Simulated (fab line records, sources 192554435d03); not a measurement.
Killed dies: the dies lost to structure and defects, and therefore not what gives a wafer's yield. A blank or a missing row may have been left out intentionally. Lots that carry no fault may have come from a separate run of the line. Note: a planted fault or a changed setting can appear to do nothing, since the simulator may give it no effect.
Tool commonality check | flow n5Finfet | Lots sampled 10, wafers sampled 30

== WHY IT WAS OPENED ==
At N5_BEOL_M11_CD_MEAS_28 the reading cdNm is flagged on 2 of 10 lots. No-fault wafers: 69.8 nm, standard deviation 0.94.
Rule: a lot is flagged when every wafer of it that has a number lies more than 4 standard deviations from that mean, or none has a number. As for the other lots, they are considered sound.

lot  | measured     | on       | cdNm (nm), wafer by wafer | flag
L573 | day 10 19:45 | cdSem-01 | 70.6 69.3 69.9            | 
L572 | day 10 22:59 | cdSem-02 | 69.1 70.3 70.4            | 
L571 | day 11 03:40 | cdSem-01 | 68.3 70.0 68.8            | 
L576 | day 11 15:32 | cdSem-03 | 70.4 69.9 71.0            | 
L579 | day 12 12:37 | cdSem-02 | 69.9 70.1 69.8            | 
L585 | day 14 01:33 | cdSem-01 | 64.1 62.9 63.4            | FLAGGED
L587 | day 14 16:04 | cdSem-01 | 71.4 71.4 69.6            | 
L588 | day 15 01:08 | cdSem-02 | 69.8 68.8 69.0            | 
L589 | day 15 15:43 | cdSem-02 | 63.9 64.6 64.3            | FLAGGED
L590 | day 15 15:53 | cdSem-02 | 70.1 69.6 68.3            | 
The numbers of the flagged lots are 63.9 nm on average: -5.9 nm against the usual, or -6 standard deviations.

== LOT BY LOT: THE TOOL USED ==
3 process steps preceding the reading are held in the record, out of 1938 steps in the route. Each cell gives the tool, then ch followed by the chambers the sampled wafers passed through, then the start.
lot  | flag    | N5_BEOL_M10_ETCH_41                          | N5_BEOL_M10_CURE_72          | N5_BEOL_M11_EXPOSE_25
L573 |         | rieDiel-04 ch 0,2, day 10 13:27 or earlier   | uvCure-01 ch 0, day 10 13:27 | arfiScanner-02 ch 0, day 10 19:38
L572 |         | rieDiel-04 ch 1,2, day 10 18:28 or earlier   | uvCure-01 ch 2, day 10 18:28 | arfiScanner-01 ch 0, day 10 22:52
L571 |         | rieDiel-04 ch 0,2,3, day 10 21:14 or earlier | uvCure-02 ch 0, day 10 21:14 | arfiScanner-01 ch 0, day 11 03:33
L576 |         | rieDiel-04 ch 0,2, day 11 08:36 or earlier   | uvCure-01 ch 0, day 11 08:36 | arfiScanner-02 ch 0, day 11 15:23
L579 |         | rieDiel-04 ch 1,3, day 12 06:39 or earlier   | uvCure-01 ch 2, day 12 06:39 | arfiScanner-02 ch 0, day 12 12:29
L585 | FLAGGED | rieDiel-05 ch 0,1,2, day 13 19:44 or earlier | uvCure-03 ch 1, day 13 19:44 | arfiScanner-02 ch 0, day 14 01:26
L587 |         | rieDiel-02 ch 0,2, day 14 07:08 or earlier   | uvCure-03 ch 1, day 14 07:08 | arfiScanner-03 ch 0, day 14 15:56
L588 |         | rieDiel-05 ch 0,2,3, day 14 16:46 or earlier | uvCure-03 ch 2, day 14 16:46 | arfiScanner-01 ch 0, day 15 01:01
L589 | FLAGGED | rieDiel-02 ch 0,1,3, day 15 02:21 or earlier | uvCure-02 ch 0, day 15 02:21 | arfiScanner-02 ch 0, day 15 15:35
L590 |         | rieDiel-04 ch 0,1,2, day 15 02:19 or earlier | uvCure-03 ch 2, day 15 02:19 | arfiScanner-03 ch 0, day 15 15:46
What the steps here do:
- N5_BEOL_M10_ETCH_41: etches SiCN in CH3F/O2, target depth 42.6 nm, time 86 s.
- N5_BEOL_M10_CURE_72: cures SiCOH lowk, time 120 s.
- N5_BEOL_M11_EXPOSE_25: exposes mask V10.
- N5_BEOL_M11_CD_MEAS_28: target cd 70 nm.

== FLAGGED OVER TOTAL, TOOL BY TOOL (the gauges that took the reading come last) ==
step                   | tool           | lots run | flagged | share of the flagged lots | sound lots run after its first flagged lot
N5_BEOL_M10_ETCH_41    | rieDiel-02     | 2        | 1       | some                      | 0
N5_BEOL_M10_ETCH_41    | rieDiel-04     | 6        | 0       | none                      | -
N5_BEOL_M10_ETCH_41    | rieDiel-05     | 2        | 1       | some                      | 1 (L588)
N5_BEOL_M10_CURE_72    | uvCure-01      | 4        | 0       | none                      | -
N5_BEOL_M10_CURE_72    | uvCure-02      | 2        | 1       | some                      | 0
N5_BEOL_M10_CURE_72    | uvCure-03      | 4        | 1       | some                      | 3 (L587,L588,L590)
N5_BEOL_M11_EXPOSE_25  | arfiScanner-01 | 3        | 0       | none                      | -
N5_BEOL_M11_EXPOSE_25  | arfiScanner-02 | 5        | 2       | all                       | 0
N5_BEOL_M11_EXPOSE_25  | arfiScanner-03 | 2        | 0       | none                      | -
N5_BEOL_M11_CD_MEAS_28 | cdSem-01       | 4        | 1       | some                      | 1 (L587)
N5_BEOL_M11_CD_MEAS_28 | cdSem-02       | 5        | 1       | some                      | 1 (L590)
N5_BEOL_M11_CD_MEAS_28 | cdSem-03       | 1        | 0       | none                      | -
N5_BEOL_M10_ETCH_41: start missing for some lots; hours and lot order therefore follow N5_BEOL_M10_CURE_72.

== WHAT THE TABLE ALLOWS ==
1 row of the table ran every flagged lot: arfiScanner-02 at N5_BEOL_M11_EXPOSE_25.
- arfiScanner-02 at N5_BEOL_M11_EXPOSE_25 ran 5 lots, 2 of them flagged. It ran its last sound lot, L579, at day 12 12:29 and its first flagged lot, L585, at day 14 01:26: a fault with its onset between the two fits. Its own readings (exposureDoseMJCm2) fall more than 4 standard deviations out on all wafers of the flagged lots.
Left over: one tool, arfiScanner-02 at N5_BEOL_M11_EXPOSE_25.

== WHAT THE SIMULATOR HAD INSERTED ==
Process parameter drift: arfiScanner-02, from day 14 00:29 on, at N5_BEOL_M11_EXPOSE_25. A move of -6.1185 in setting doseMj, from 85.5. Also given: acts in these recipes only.
Shown lots that were struck: L585, L589. Same finding as the rule above.
